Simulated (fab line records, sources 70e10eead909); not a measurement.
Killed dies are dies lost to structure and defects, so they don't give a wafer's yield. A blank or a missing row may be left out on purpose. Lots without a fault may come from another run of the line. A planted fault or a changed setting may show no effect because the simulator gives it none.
Which tool did it? | flow nand_harc | 12 lots, 36 wafers sampled, at 5 steps of a route of 1302

WHAT THE GAUGES READ, wafer by wafer
NHARC_P_START_INSPECT_01.
lot  | measured     | on                | raw_defect_count
L686 | day 1 20:03  | defect_inspect-01 | 4 3 5
L688 | day 2 16:02  | defect_inspect-01 | 6 4 0
L689 | day 3 02:02  | defect_inspect-01 | 2 5 4
L690 | day 3 12:02  | defect_inspect-01 | 7 4 4
L694 | day 5 04:02  | defect_inspect-02 | 2 5 8
L695 | day 5 14:02  | defect_inspect-02 | 5 3 4
L697 | day 6 10:03  | defect_inspect-01 | 2 5 2
L705 | day 9 18:02  | defect_inspect-01 | 5 2 7
L706 | day 10 04:02 | defect_inspect-01 | 1 3 3
L707 | day 10 14:02 | defect_inspect-02 | 6 4 1
L708 | day 11 00:03 | defect_inspect-02 | 5 2 7
L709 | day 11 10:02 | defect_inspect-02 | 3 3 5

NHARC_P_ZERO_WELL_CD_MEAS_11: target cd 500 nm.
lot  | measured     | on        | cd_nm (nm)
L686 | day 1 21:09  | cd_sem-02 | 498.8 496.1 497.9
L688 | day 2 17:16  | cd_sem-03 | 499.1 499.5 499.9
L689 | day 3 03:37  | cd_sem-01 | 501.3 501.2 499.4
L690 | day 3 13:14  | cd_sem-01 | 501.1 499.0 501.3
L694 | day 5 05:23  | cd_sem-02 | 497.4 499.8 500.0
L695 | day 5 15:14  | cd_sem-02 | 501.3 502.3 500.7
L697 | day 6 11:19  | cd_sem-02 | 502.8 501.3 501.4
L705 | day 9 19:14  | cd_sem-02 | 477.9 475.1 477.0
L706 | day 10 05:07 | cd_sem-02 | 480.6 482.6 480.6
L707 | day 10 15:14 | cd_sem-02 | 499.5 502.3 500.4
L708 | day 11 01:15 | cd_sem-01 | 498.8 498.2 499.8
L709 | day 11 11:14 | cd_sem-01 | 499.4 500.1 499.3

NHARC_P_STI_OCD_MEAS_43.
lot  | measured     | on     | trench_depth_nm (nm) | trench_foot_cd_nm (nm)
L686 | day 3 00:11  | ocd-01 | 300.2 303.3 296.1    | 159.6 159.4 159.4
L688 | day 3 18:05  | ocd-01 | 299.7 298.2 299.5    | 157.7 156.7 155.4
L689 | day 4 01:46  | ocd-02 | 302.8 297.1 296.6    | 157.9 159.2 161.2
L690 | day 4 13:17  | ocd-01 | 302.7 302.1 301.2    | 157.2 156.9 155.6
L694 | day 6 03:37  | ocd-02 | 300.0 297.2 302.1    | 159.3 157.1 157.8
L695 | day 6 17:02  | ocd-01 | 302.3 301.6 305.2    | 157.8 158.7 159.5
L697 | day 7 11:02  | ocd-01 | 296.5 300.4 294.3    | 158.3 159.7 161.2
L705 | day 10 20:40 | ocd-01 | 307.1 305.3 305.2    | 156.5 155.8 155.6
L706 | day 11 08:31 | ocd-02 | 299.1 302.9 301.7    | 157.3 157.9 159.5
L707 | day 11 13:38 | ocd-01 | 298.6 302.6 298.0    | 156.9 160.0 159.5
L708 | day 11 23:30 | ocd-02 | 300.8 304.2 301.7    | 157.5 160.6 159.7
L709 | day 12 09:28 | ocd-02 | 298.7 296.1 299.3    | 155.4 156.0 156.3

WHICH TOOL RAN EACH LOT (tool, then ch and the chambers of the sampled wafers, then the start)
lot  | NHARC_P_ZERO_WELL_PEB_09          | NHARC_P_ZERO_WELL_DESCUM_13
L686 | litho_track-05 ch 0, day 1 21:04  | rie_diel-07 ch 0,1,2, day 1 21:19
L688 | litho_track-02 ch 0, day 2 17:10  | rie_diel-07 ch 0,2,3, day 2 17:25
L689 | litho_track-02 ch 0, day 3 03:31  | rie_diel-13 ch 0,1,3, day 3 03:47
L690 | litho_track-02 ch 0, day 3 13:09  | rie_diel-07 ch 0,1, day 3 13:23
L694 | litho_track-02 ch 0, day 5 05:19  | rie_diel-13 ch 1,2,3, day 5 05:33
L695 | litho_track-05 ch 0, day 5 15:10  | rie_diel-13 ch 0,3, day 5 15:24
L697 | litho_track-05 ch 0, day 6 11:14  | rie_diel-13 ch 0,3, day 6 11:28
L705 | litho_track-03 ch 0, day 9 19:09  | rie_diel-07 ch 0,1,2, day 9 19:23
L706 | litho_track-03 ch 0, day 10 05:02 | rie_diel-05 ch 1,2,3, day 10 05:17
L707 | litho_track-05 ch 0, day 10 15:10 | rie_diel-07 ch 1,3, day 10 15:25
L708 | litho_track-02 ch 0, day 11 01:10 | rie_diel-07 ch 0,2,3, day 11 01:24
L709 | litho_track-02 ch 0, day 11 11:10 | rie_diel-07 ch 0,1,2, day 11 11:24
- NHARC_P_ZERO_WELL_PEB_09: peb time 80 s.
- NHARC_P_ZERO_WELL_DESCUM_13: chemistry O2, time 3 s.

WHAT THE TOOLS THEMSELVES READ (means of the sampled wafers that have a number; where no wafer has one, the mark that the record gives instead)
NHARC_P_ZERO_WELL_PEB_09.
lot  | tool           | heater_power_total_W (W)
L686 | litho_track-05 | 189.7
L688 | litho_track-02 | 190.0
L689 | litho_track-02 | 189.9
L690 | litho_track-02 | 190.7
L694 | litho_track-02 | 190.0
L695 | litho_track-05 | 189.4
L697 | litho_track-05 | 189.4
L705 | litho_track-03 | 245.3
L706 | litho_track-03 | 245.9
L707 | litho_track-05 | 190.6
L708 | litho_track-02 | 189.9
L709 | litho_track-02 | 190.8

NHARC_P_ZERO_WELL_DESCUM_13.
lot  | tool        | chamber_pressure_mTorr (mTorr) | drypump_motor_current_A (A) | mfc_ar_sccm (sccm) | oes_product_au (a.u.) | rf_vpp_V (V) | showerhead_plenum_p_Torr (Torr) | throttle_valve_pct (%)
L686 | rie_diel-07 | 60.01                          | 5.9                         | 0.000              | 1.002                 | 57.7         | 1.85                            | 11.308
L688 | rie_diel-07 | 60.01                          | 6.1                         | 0.000              | 1.003                 | 57.7         | 1.93                            | 11.312
L689 | rie_diel-13 | 59.94                          | 6.3                         | 0.008              | 1.000                 | 57.3         | 1.91                            | 11.309
L690 | rie_diel-07 | 59.93                          | 5.8                         | 0.000              | 1.000                 | 56.9         | 1.82                            | 11.313
L694 | rie_diel-13 | 60.01                          | 6.3                         | 0.001              | 1.009                 | 57.9         | 1.88                            | 11.323
L695 | rie_diel-13 | 59.97                          | 6.2                         | 0.008              | 1.004                 | 57.5         | 1.84                            | 11.310
L697 | rie_diel-13 | 60.04                          | 6.3                         | 0.016              | 0.995                 | 57.0         | 1.84                            | 11.306
L705 | rie_diel-07 | 60.03                          | 5.9                         | 0.000              | 1.008                 | 57.5         | 1.83                            | 11.324
L706 | rie_diel-05 | 60.04                          | 5.4                         | 0.011              | 0.999                 | 58.2         | 1.98                            | 11.308
L707 | rie_diel-07 | 59.99                          | 6.0                         | 0.000              | 0.999                 | 58.3         | 1.97                            | 11.314
L708 | rie_diel-07 | 60.01                          | 6.1                         | 0.000              | 1.003                 | 57.8         | 1.91                            | 11.306
L709 | rie_diel-07 | 60.00                          | 5.9                         | 0.000              | 1.003                 | 57.3         | 1.83                            | 11.306

THE ANSWER, worked out from the rows above alone
Rule: what is usual is taken from the lots themselves. Put in order of their means at a reading, lots are off if they are a third of the lots or fewer, leave a main group of 4 or more, and stand apart from it by a gap of 3 or more times the standard deviation of the main group's means; of several such gaps the widest counts. A main group whose means are all the same, to the digits that the tables above print for the reading, isn't used. A lot without any number at a reading at which 4 lots or more have one is off too. The other lots that the step has rows for count as sound. The gauges are gone through in route order, then the tools' own readings, and for those a lot's mean is taken as printed above. The first step at which some lot is off is used, and at that step the reading that is off furthest; a lot without a number counts as furthest.
Off: L705, L706, at NHARC_P_ZERO_WELL_CD_MEAS_11 (cd_nm). The main group: mean 500.0 nm, standard deviation 1.2.
A tool fits if, at a process step before that reading, it ran every lot that is off, and no sound lot after the first of them. The gauges at NHARC_P_ZERO_WELL_CD_MEAS_11 aren't tried: what is off there is off at NHARC_P_ZERO_WELL_PEB_09 too, on other tools, and a gauge's error can't cause that. One fits: litho_track-03 at NHARC_P_ZERO_WELL_PEB_09. It ran no sound lot before its first lot that is off in this sample, so the start can't be narrowed down.
The tool's own readings at NHARC_P_ZERO_WELL_PEB_09 bear it out: on the lots that are off they differ by more than 5 times the standard deviation of the sound lots' means. heater_power_total_W reads 245.6 W there against 190.0 W on the sound lots.

WHAT THE SIMULATOR HAD PUT IN
Process parameter drift: litho_track-03, from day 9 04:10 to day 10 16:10, at NHARC_P_ZERO_WELL_PEB_09. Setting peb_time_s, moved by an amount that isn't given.
Lots struck among those shown: L705, L706. The rule above found the same.
